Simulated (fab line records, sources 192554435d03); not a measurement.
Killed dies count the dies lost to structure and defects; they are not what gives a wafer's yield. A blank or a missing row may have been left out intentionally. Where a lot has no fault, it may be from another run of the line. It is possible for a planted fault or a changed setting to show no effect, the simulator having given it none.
A struck lot beside a sound one -- flow n5Finfet -- 41 steps out of a route of 1938
Sound: the wafers L369.1, L369.3, L369.5. Struck: wafer L362.5. (L362.1, L362.6 of the same lot were not struck and are left out.) The cause comes at the end.
At each step with rows: each side's tool, then ch and its chambers, then its first start. Under that, the readings that differ: sound wafers -- struck wafers -- difference of the means -- sigmas: that difference in standard deviations of wafers without a fault.
alike: readings with means less than 2 such deviations apart, plus words and numbers identical on both sides. not compared: withheld readings, readings lacking a value on some wafer, bounds such as >300 that could conceal the same value, and numbers that have no deviation in the record and whose values overlap.
Wherever a step has rows on one side only, a row that says differs or no value, or a row with sigmas, the two part there. Non-overlapping numbers with no deviation appear without sigmas and do not part them. A reading that every wafer of one side lacks parts them only if that side has two wafers or more.

first, 9 steps without rows for these wafers: N5_BEOL_M4_ANNEAL_95 (time 240 s); N5_BEOL_M4_SPUTTER_96 (material Cu, target thk 4.5 nm, time 8.29 s); N5_BEOL_M4_ECD_50 (material Cu, target thk 300 nm); N5_BEOL_M4_ANNEAL_51 (time 90 s); N5_BEOL_M4_CMP_52 (polishes, stops on SiOC, t overpolish 6.8 s, target thk 40 nm); N5_BEOL_M4_PRE_CLEAN_60 (time 15 s); N5_BEOL_M4_CO_CAP_55 (material Co, precursor CCTBA/H2, target thk 2 nm, time 102.1 s); N5_BEOL_M4_PRE_CLEAN_56 (time 15 s); N5_BEOL_M4_DEP_57 (deposits SiCN from 3MS/NH3, target thk 8 nm, time 14 s).
N5_BEOL_M4_RC_MEAS_101:
  sound on prober-01 ch 0, day 12 16:28; struck on prober-02 ch 0, day 11 06:46
reading,sound,struck,difference,sigmas
VT_N (mV),250.4 252.6 251.4,245.3,-6.2,-2
  alike: DIBL_N, DIBL_P, IOFF_N, IOFF_P, ION_N, ION_P, SS_N, SS_P, VT_P
then, 24 steps without rows for these wafers: N5_BEOL_M5_ILD_DEP_00 (deposits SiCOH lowk from DEMS/porogen, target thk 140.64 nm, time 25.9 s); N5_BEOL_M5_CURE_79 (cures SiCOH lowk, time 240 s); N5_BEOL_M5_PECVD_70 (deposits SiO2 from TEOS/O2, target thk 16 nm, time 18 s); N5_BEOL_M5_HM_DEP_02 (deposits TiN, target thk 20 nm); N5_BEOL_M5_COAT_59 (time 60 s, resist thk 60 nm); N5_BEOL_M5_COAT_60 (time 60 s, resist thk 12 nm); N5_BEOL_M5_COAT_71 (time 60 s, resist thk 5 nm); N5_BEOL_M5_COAT_05 (resist thk 30 nm); N5_BEOL_M5_EBR_07; N5_BEOL_M5_SOFTBAKE_06 (time 60 s); N5_BEOL_M5_EXPOSE_08 (exposes mask M5, target cd 28 nm); N5_BEOL_M5_PEB_09 (peb time 60 s); N5_BEOL_M5_DEVELOP_10 (develop time 30 s); N5_BEOL_M5_DESCUM_16 (chemistry O2, time 7 s); N5_BEOL_M5_ETCH_72 (etches underlayer in N2/H2, target depth 6.5 nm, time 5.2 s); N5_BEOL_M5_ETCH_61 (etches SiARC in CF4, target depth 15.6 nm, time 26 s); N5_BEOL_M5_ETCH_62 (etches SOC in N2/H2, target depth 75 nm, overetch 15 nm, time 112.5 s); N5_BEOL_M5_STRIP_63 (strips in N2/H2); N5_BEOL_M5_STRIP_73 (strips in N2/H2); N5_BEOL_M5_STRIP_64 (strips in CF4); N5_BEOL_M5_HM_OPEN_17 (chemistry Cl2/BCl3, target TiN, target depth 20 nm, overetch 6 nm); N5_BEOL_M5_STRIP_19 (strips in O2); N5_BEOL_M5_COAT_65 (time 60 s, resist thk 60 nm); N5_BEOL_M5_COAT_66 (time 60 s, resist thk 12 nm).
N5_BEOL_M9_TRENCH_ETCH_37: etches SiCOH lowk in C4F6/O2, target depth 151.43 nm, time 49 s.
  sound on rieDiel-06 ch 0,1,3, day 14 11:35; struck on rieDiel-02 ch 3, day 13 02:55
reading,sound,struck,difference,sigmas
biasW (W),185.1 185.6 185.0,55.7,-129.5,-99 or more
oesProductAu (a.u.),0.70 0.74 0.94,0.61,-0.18,-3
rfVppV (V),677 652 671,253,-414,-52
model.BEOL_M9.featureDepthNm (nm),148 151.2 153.6,107.8,-43.1,
model.etch.depthNm (nm),148.1 151.2 153.6,107.8,-43.2,
model.TiN_of_BEOL_M9_HM_DEP_02.thkNm (nm),16 16 15.8,18.8,+2.9,
  alike: drypumpMotorCurrentA, oes_ar_750_au, showerheadPlenumPTorr, throttleValvePct
  not compared: rfHoursCounterH
N5_BEOL_M9_OCD_MEAS_38:
  sound on ocd-02, day 14 11:45; struck on ocd-02, day 13 03:05
reading,sound,struck,difference,sigmas
trenchDepthNm (nm),148.3 150.8 153.6,107.7,-43.2,-25
N5_BEOL_M9_CMP_52: polishes, stops on SiCOH lowk, t overpolish 7 s, target thk 140 nm.
  sound on cmp-02 ch 1,2, day 14 14:54; struck on cmp-02 ch 0, day 13 05:28
reading,sound,struck,difference,sigmas
model.Cu_of_BEOL_M9_ECD_50.thkNm (nm),137.8 140.8 142.4,97.6,-42.7,
  alike: motorCurrentA
  not compared: padLifeWafers
N5_BEOL_M9_THK_MEAS_53: measures by xrf.
  sound on filmMetro-01, day 14 15:11; struck on filmMetro-01, day 13 05:41
reading,sound,struck,difference,sigmas
M9_THK (nm),136.6 139.8 141.4,97.0,-42.3,-21
N5_BEOL_M9_RS_MEAS_57: measurement is done with a four-point probe.
  sound on filmMetro-02, day 14 15:20; struck on filmMetro-02, day 13 05:49
reading,sound,struck,difference,sigmas
M9_RS (ohm/sq),0.1532 0.1496 0.1476,0.2255,+0.0754,+31
N5_BEOL_M15_RC_MEAS_101:
  sound on prober-02 ch 0, day 16 04:00; struck on prober-02 ch 0, day 15 00:13
reading,sound,struck,difference,sigmas
COMB_M13 (S/m),4.6e-12 4.2e-12 3.3e-12,6.3e-12,+2.3e-12,+2
COMB_M8_max_site (S/m),3e-11 2.9e-11 2.4e-11,4.8e-11,+2.0e-11,+2
SERP_M7 (ohm/um),13.4 12.9 13.2,14.1,+0.9,+2
SERP_M9 (ohm/um),3.11 3.03 3.03,4.46,+1.40,+25
SERP_M9_max_site (ohm/um),3.20 3.11 3.13,4.69,+1.54,+23
  alike: COMB_M10, COMB_M11, COMB_M12, COMB_M14, COMB_M15, COMB_M5, COMB_M6, COMB_M7, COMB_M8, SERP_M10, SERP_M10_max_site, SERP_M11, SERP_M12, SERP_M12_max_site, SERP_M13, SERP_M14, SERP_M5, SERP_M6, SERP_M8
N5_PASSIVATION_PROBE_49:
  sound on prober-01, day 16 19:15; struck on prober-01, day 15 15:18
reading,sound,struck,difference,sigmas
sort_bin_8_speed (%),0 0 0,0.34,+0.34,+49
  alike: defectLimitedYield, killed_at_M0_to_M3, killed_at_M4_up, killedAtContacts, killedAtFrontEnd, killedAtOther, killedDies, killedOpen, killedShort, sort_bin_5_function, sort_bin_6_memory, sortNPass

== WHERE THEY PART ==
At N5_BEOL_M4_RC_MEAS_101 first; at N5_PASSIVATION_PROBE_49 last (within this record only).

WHY: what had been put in by the simulator
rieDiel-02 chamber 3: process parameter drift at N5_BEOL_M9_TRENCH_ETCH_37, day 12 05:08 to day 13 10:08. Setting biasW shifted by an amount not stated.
